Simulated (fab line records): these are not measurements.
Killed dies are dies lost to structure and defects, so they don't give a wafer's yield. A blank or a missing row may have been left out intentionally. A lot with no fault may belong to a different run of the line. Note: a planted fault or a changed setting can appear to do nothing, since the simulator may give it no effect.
Chamber matching    flow n5-finfet    pecvd-04 running N5_ZERO_LAYER_PECVD_02: 3 sister chambers
The step deposits SiO2 from SiH4/N2O, target thk 10 nm, time 6 s. 5 wafers are shown with their chamber, then 6 later ones without.

## EACH WAFER AND ITS CHAMBER
wafer   chamber  showerhead-plenum-p-Torr (Torr)  heater-power-w (W)
L807.1  0        7.99                             756
L807.2  2        8.10                             954
L808.1  1        8.25                             730
L808.3  0        7.97                             796
L808.6  1        8.25                             711

## WAFERS MISSING THEIR CHAMBER
wafer   showerhead-plenum-p-Torr (Torr)  heater-power-w (W)
L809.2  8.28                             801
L809.5  8.27                             794
L809.6  7.99                             724
L812.1  7.99                             684
L812.3  8.14                             912
L812.4  8.11                             897

## WHICH CHAMBER EACH ONE RAN IN
wafer   from the rows above  in truth
L809.2  1                    1
L809.5  1                    1
L809.6  0                    0
L812.1  0                    0
L812.3  2                    2
L812.4  2                    2
6 of 6 placed correctly. Not placeable from these rows: 0. Number placed wrongly: 0.
How it was worked out, from the rows above alone: a wafer's distance from a chamber is the root of the sum, over the readings, of the square of ((its reading less the chamber's mean) divided by the reading's scatter). The wafer belongs to the nearest chamber; if the next one is less than 2 further off, it can't be placed. For every chamber, the mean is computed from those of its wafers that are shown. The scatter: take each reading less its chamber's mean, square it, sum over the shown wafers, divide by the number of wafers less the number of chambers, and take the root.
